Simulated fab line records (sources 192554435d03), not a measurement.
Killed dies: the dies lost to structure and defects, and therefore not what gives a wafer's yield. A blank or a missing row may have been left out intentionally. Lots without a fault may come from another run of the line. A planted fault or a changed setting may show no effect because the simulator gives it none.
Matching of chambers -- flow n5 finfet -- N5_BEOL_M1_CMP_52 on cmp-04 has 4 sister chambers
The step polishes, stops on SiOC, t overpolish 6.8 s, target thk 40 nm. 7 wafers are shown with their chamber, then 8 later ones without.

## WAFERS PAIRED WITH THEIR CHAMBERS
wafer,chamber,motor current A (A),slurry filter dp kPa (kPa)
L573.2,2,6.2,13.43
L580.2,1,6.1,13.51
L580.6,0,6.0,13.55
L586.1,1,5.8,13.64
L586.2,0,5.8,13.32
L586.6,3,7.1,13.73
L591.2,3,6.8,13.79

## WAFERS WITH NO CHAMBER GIVEN
wafer,motor current A (A),slurry filter dp kPa (kPa)
L591.3,6.4,13.45
L591.5,6.3,13.25
L593.1,5.7,13.55
L593.4,6.5,13.48
L593.6,5.8,13.72
L594.1,6.7,13.48
L594.4,6.0,13.30
L594.6,5.6,13.57

## EACH ONE'S CHAMBER
wafer,from the rows above,in truth
L591.3,can't be placed: 2 or 1 or 0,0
L591.5,can't be placed: 2 or 0 or 1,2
L593.1,can't be placed: 1 or 0 or 2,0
L593.4,can't be placed: 2 or 1 or 0 or 3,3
L593.6,can't be placed: 1 or 0 or 2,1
L594.1,can't be placed: 2 or 3 or 1 or 0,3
L594.4,can't be placed: 0 or 2 or 1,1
L594.6,can't be placed: 1 or 0 or 2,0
0 of 8 placed correctly. Unplaceable from these rows: 8, with the true chamber sitting among the candidates in 8. 0 placed wrongly.
How it was worked out, from the rows above alone: a wafer's distance from a chamber is the root of the sum, over the readings, of the square of ((its reading less the chamber's mean) divided by the reading's scatter). The wafer belongs to the nearest chamber; if the next one is less than 2 further off, it can't be placed. The mean given for a chamber averages the wafers shown for that chamber. The scatter: the root of (the sum of the squares of (reading less its chamber's mean) over the shown wafers, divided by (wafers less chambers)).
